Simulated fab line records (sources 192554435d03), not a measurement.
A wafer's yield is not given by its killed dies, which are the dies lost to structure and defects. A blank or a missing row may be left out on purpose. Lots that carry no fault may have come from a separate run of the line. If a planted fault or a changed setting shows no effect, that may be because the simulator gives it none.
The tool behind it: which one? | flow n5 finfet | 69 wafers from 23 lots sampled at 4 of the route's 1938 steps

WHAT THE GAUGES SHOWED, per wafer
N5_MOL_CONTACT_COAG_OVL_MEAS_09.
lot  | measured     | on         | CA_OVL (nm)
L074 | day 4 14:26  | overlay-02 | 0.8 0.4 1.1
L075 | day 4 19:01  | overlay-02 | 0.1 -0.3 0.6
L076 | day 5 04:45  | overlay-01 | -0.5 -0.2 -1.0
L077 | day 5 12:23  | overlay-01 | -0.3 0.0 0.4
L078 | day 5 14:16  | overlay-02 | 0.3 0.4 -0.4
L079 | day 5 20:05  | overlay-02 | 0.2 0.7 0.7
L080 | day 6 05:22  | overlay-01 | 0.3 0.8 0.8
L081 | day 6 08:57  | overlay-01 | 1.3 0.5 0.5
L082 | day 6 13:43  | overlay-01 | 1.0 0.6 0.2
L083 | day 6 19:50  | overlay-01 | 0.8 0.6 1.1
L084 | day 7 05:55  | overlay-01 | 0.3 0.1 1.0
L085 | day 7 09:32  | overlay-02 | 0.1 -0.4 -0.7
L086 | day 7 19:07  | overlay-01 | 0.3 -0.2 0.5
L087 | day 7 23:53  | overlay-02 | -0.3 -0.6 0.1
L088 | day 8 02:52  | overlay-01 | 1.4 -0.1 1.1
L089 | day 8 09:16  | overlay-02 | 0.2 -0.4 -0.9
L090 | day 8 14:45  | overlay-01 | 0.2 -0.3 0.4
L091 | day 8 21:29  | overlay-01 | -0.2 0.6 -0.5
L093 | day 9 09:56  | overlay-02 | -0.4 -0.3 -0.2
L094 | day 9 13:01  | overlay-01 | 0.2 0.2 0.3
L095 | day 9 20:39  | overlay-02 | 0.0 -0.2 0.5
L096 | day 10 03:25 | overlay-02 | -1.0 -0.8 0.1
L097 | day 10 09:23 | overlay-01 | 0.6 0.4 1.1

TOOL THAT RAN EACH LOT (tool first, then ch and the chambers of the sampled wafers, then the start)
lot  | N5_HKMG_FIN_STRIP_88                | N5_HKMG_FIN_ETCHBACK_68          | N5_HKMG_FIN_CMP_23
L074 | plasma asher-01 ch 0,1, day 4 03:52 | rie metal-03 ch 0,1, day 4 04:57 | cmp-04 ch 0,1,2, day 4 06:00
L075 | plasma asher-01 ch 0,1, day 4 08:12 | rie metal-01 ch 0,1, day 4 09:14 | cmp-04 ch 0,2,3, day 4 10:18
L076 | plasma asher-01 ch 0,1, day 4 16:54 | rie metal-02 ch 1, day 4 18:03   | cmp-04 ch 1,2,3, day 4 19:25
L077 | plasma asher-01 ch 0,1, day 4 22:20 | rie metal-01 ch 0,1, day 4 23:22 | cmp-04 ch 0,1,3, day 5 00:26
L078 | plasma asher-01 ch 0,1, day 5 03:53 | rie metal-01 ch 0, day 5 04:56   | cmp-01 ch 1,2, day 5 05:59
L079 | plasma asher-01 ch 0,1, day 5 09:14 | rie metal-02 ch 0,1, day 5 10:17 | cmp-03 ch 1,3, day 5 11:25
L080 | plasma asher-01 ch 1, day 5 16:36   | rie metal-02 ch 0, day 5 17:41   | cmp-03 ch 0,2, day 5 18:46
L081 | plasma asher-01 ch 0,1, day 5 22:37 | rie metal-03 ch 0,1, day 5 23:39 | cmp-04 ch 0,2, day 6 00:47
L082 | plasma asher-02 ch 0,1, day 6 02:47 | rie metal-03 ch 0,1, day 6 03:49 | cmp-01 ch 0,1,3, day 6 04:53
L083 | plasma asher-02 ch 0,1, day 6 08:58 | rie metal-01 ch 0,1, day 6 10:00 | cmp-01 ch 0,2,3, day 6 11:08
L084 | plasma asher-01 ch 0,1, day 6 18:22 | rie metal-01 ch 0, day 6 19:27   | cmp-01 ch 0,1,3, day 6 20:35
L085 | plasma asher-02 ch 0,1, day 6 22:14 | rie metal-02 ch 0,1, day 6 23:17 | cmp-03 ch 1,2,3, day 7 00:25
L086 | plasma asher-01 ch 0,1, day 7 08:18 | rie metal-03 ch 0,1, day 7 09:16 | cmp-04 ch 0,3, day 7 10:38
L087 | plasma asher-01 ch 0,1, day 7 13:24 | rie metal-03 ch 0,1, day 7 14:22 | cmp-03 ch 0,1,2, day 7 15:23
L088 | plasma asher-02 ch 1, day 7 16:04   | rie metal-02 ch 0,1, day 7 17:13 | cmp-03 ch 0,2, day 7 18:20
L089 | plasma asher-02 ch 0,1, day 7 22:37 | rie metal-03 ch 0,1, day 7 23:40 | cmp-01 ch 0,2,3, day 8 00:52
L090 | plasma asher-02 ch 0,1, day 8 02:52 | rie metal-02 ch 0,1, day 8 03:53 | cmp-04 ch 1,2,3, day 8 04:55
L091 | plasma asher-02 ch 0,1, day 8 09:36 | rie metal-03 ch 0,1, day 8 10:38 | cmp-01 ch 0,3, day 8 11:42
L093 | plasma asher-02 ch 0,1, day 8 22:58 | rie metal-03 ch 0,1, day 9 00:01 | cmp-04 ch 0,1,2, day 9 01:12
L094 | plasma asher-01 ch 0,1, day 9 02:35 | rie metal-02 ch 0,1, day 9 03:40 | cmp-03 ch 0,2,3, day 9 04:43
L095 | plasma asher-02 ch 0,1, day 9 09:41 | rie metal-02 ch 0, day 9 10:55   | cmp-03 ch 0,2,3, day 9 12:10
L096 | plasma asher-02 ch 0,1, day 9 16:25 | rie metal-03 ch 0,1, day 9 17:27 | cmp-01 ch 1,2, day 9 18:31
L097 | plasma asher-01 ch 1, day 9 22:38   | rie metal-02 ch 0,1, day 9 23:41 | cmp-04 ch 1,2,3, day 10 00:44
- N5_HKMG_FIN_STRIP_88: strips in N2/H2, time 360 s.
- N5_HKMG_FIN_ETCHBACK_68: etches the open film in Cl2/Ar, stops on HfO2, target depth 0.5 nm.
- N5_HKMG_FIN_CMP_23: polishes, stops on SiNx, t overpolish 10 s, target thk 46.326 nm.

WHAT THE TOOLS THEMSELVES READ (means of the sampled wafers that have a number; where no wafer has one, the mark that the record gives instead)
N5_HKMG_FIN_STRIP_88.
lot  | tool            | drypump motor current A (A) | heater power w (W)
L074 | plasma asher-01 | 6.3                         | 476
L075 | plasma asher-01 | 6.3                         | 482
L076 | plasma asher-01 | 6.2                         | 491
L077 | plasma asher-01 | 6.3                         | 487
L078 | plasma asher-01 | 6.3                         | 476
L079 | plasma asher-01 | 6.1                         | 488
L080 | plasma asher-01 | 6.0                         | 491
L081 | plasma asher-01 | 6.1                         | 480
L082 | plasma asher-02 | 5.2                         | 503
L083 | plasma asher-02 | 5.2                         | 499
L084 | plasma asher-01 | 6.3                         | 477
L085 | plasma asher-02 | 5.2                         | 500
L086 | plasma asher-01 | 6.1                         | 480
L087 | plasma asher-01 | 6.2                         | 484
L088 | plasma asher-02 | 5.2                         | 507
L089 | plasma asher-02 | 5.2                         | 499
L090 | plasma asher-02 | 5.2                         | 503
L091 | plasma asher-02 | 5.2                         | 507
L093 | plasma asher-02 | 5.2                         | 499
L094 | plasma asher-01 | 6.1                         | 480
L095 | plasma asher-02 | 5.3                         | 503
L096 | plasma asher-02 | 5.2                         | 507
L097 | plasma asher-01 | 6.0                         | 488

N5_HKMG_FIN_ETCHBACK_68.
lot  | tool         | bias w (W) | drypump motor current A (A) | he backside leak sccm (sccm) | mfc ar sccm (sccm) | oes product au (a.u.) | throttle valve pct (%)
L074 | rie metal-03 | 59.93      | 5.6                         | 3.63                         | 60.04              | 0.67                  | 20.8
L075 | rie metal-01 | 59.80      | 5.9                         | 3.55                         | 60.00              | 0.59                  | 21.1
L076 | rie metal-02 | 60.19      | 5.5                         | 3.32                         | 59.92              | 0.61                  | 21.2
L077 | rie metal-01 | 59.92      | 6.2                         | 3.35                         | 60.06              | 0.60                  | 21.0
L078 | rie metal-01 | 60.18      | 6.5                         | 3.27                         | 59.97              | 0.61                  | 20.9
L079 | rie metal-02 | 60.04      | 5.6                         | 3.31                         | 59.92              | 0.72                  | 20.8
L080 | rie metal-02 | 60.20      | 5.9                         | 3.37                         | 59.79              | 0.97                  | 20.1
L081 | rie metal-03 | 60.24      | 5.6                         | 3.64                         | 60.22              | 0.66                  | 20.8
L082 | rie metal-03 | 59.98      | 5.6                         | 3.57                         | 60.02              | 0.66                  | 20.8
L083 | rie metal-01 | 60.10      | 5.9                         | 3.41                         | 60.11              | 0.58                  | 21.1
L084 | rie metal-01 | 60.17      | 6.5                         | 3.26                         | 60.04              | 0.61                  | 20.9
L085 | rie metal-02 | 60.07      | 5.6                         | 3.36                         | 59.94              | 0.71                  | 20.8
L086 | rie metal-03 | 60.11      | 5.6                         | 3.74                         | 59.88              | 0.66                  | 20.8
L087 | rie metal-03 | 59.97      | 5.7                         | 3.57                         | 60.14              | 0.61                  | 20.8
L088 | rie metal-02 | 60.09      | 5.7                         | 3.88                         | 60.17              | 0.81                  | 20.5
L089 | rie metal-03 | 59.94      | 5.6                         | 3.62                         | 59.99              | 0.66                  | 20.8
L090 | rie metal-02 | 59.81      | 5.6                         | 3.27                         | 59.98              | 0.71                  | 20.8
L091 | rie metal-03 | 59.94      | 5.6                         | 3.66                         | 60.11              | 0.65                  | 20.8
L093 | rie metal-03 | 60.12      | 5.6                         | 3.73                         | 59.94              | 0.65                  | 20.9
L094 | rie metal-02 | 60.01      | 5.6                         | 3.42                         | 59.95              | 0.69                  | 20.9
L095 | rie metal-02 | 59.89      | 5.9                         | 3.44                         | 59.89              | 0.89                  | 20.2
L096 | rie metal-03 | 60.19      | 5.7                         | 3.48                         | 59.98              | 0.61                  | 20.8
L097 | rie metal-02 | 59.93      | 5.8                         | 3.37                         | 59.91              | 0.91                  | 20.4

N5_HKMG_FIN_CMP_23.
lot  | tool   | motor current A (A) | overpolish run s (s) | time to endpoint s (s)
L074 | cmp-04 | 11.9                | 10.000               | 10.6
L075 | cmp-04 | 10.8                | 10.004               | 12.8
L076 | cmp-04 | 11.1                | 9.997                | 8.0
L077 | cmp-04 | 11.1                | 10.003               | 8.6
L078 | cmp-01 | 12.5                | 9.993                | 11.3
L079 | cmp-03 | 14.1                | 10.008               | 14.5
L080 | cmp-03 | 12.6                | 10.011               | 7.5
L081 | cmp-04 | 11.4                | 9.995                | 13.1
L082 | cmp-01 | 11.1                | 10.004               | 12.9
L083 | cmp-01 | 11.4                | 10.001               | 13.1
L084 | cmp-01 | 11.5                | 10.004               | 14.8
L085 | cmp-03 | 14.0                | 10.000               | 11.2
L086 | cmp-04 | 10.3                | 10.002               | 8.9
L087 | cmp-03 | 13.5                | 10.001               | 11.6
L088 | cmp-03 | 12.4                | 10.006               | 10.1
L089 | cmp-01 | 11.4                | 10.004               | 11.3
L090 | cmp-04 | 10.9                | 9.995                | 12.6
L091 | cmp-01 | 11.2                | 10.004               | 13.8
L093 | cmp-04 | 11.3                | 10.002               | 10.6
L094 | cmp-03 | 13.2                | 10.001               | 10.6
L095 | cmp-03 | 13.1                | 10.001               | 10.2
L096 | cmp-01 | 11.5                | 10.002               | 13.2
L097 | cmp-04 | 10.6                | 10.000               | 11.4

THE ANSWER, worked out from the rows above alone
Rule: what is usual is taken from the lots themselves. The widest of any qualifying gaps counts: lots, ordered by their means at a reading, are off when they make up no more than a third of the lots, leave a main group of 4 or more, and stand apart from it by 3 or more times the standard deviation of that group's means. Not used: any main group whose means are identical at the precision the tables above print for the reading. A lot without any number at a reading at which 4 lots or more have one is off too. The other lots that the step has rows for count as sound. After the gauges, taken in route order, come the tools' own readings; for these a lot's mean is taken, as printed above. At the first step where some lot is off, the reading lying furthest off is the one used; lots without a number count as furthest.
No lot is off at any reading shown: from this, nothing can be told.

WHAT WAS PUT IN BY THE SIMULATOR
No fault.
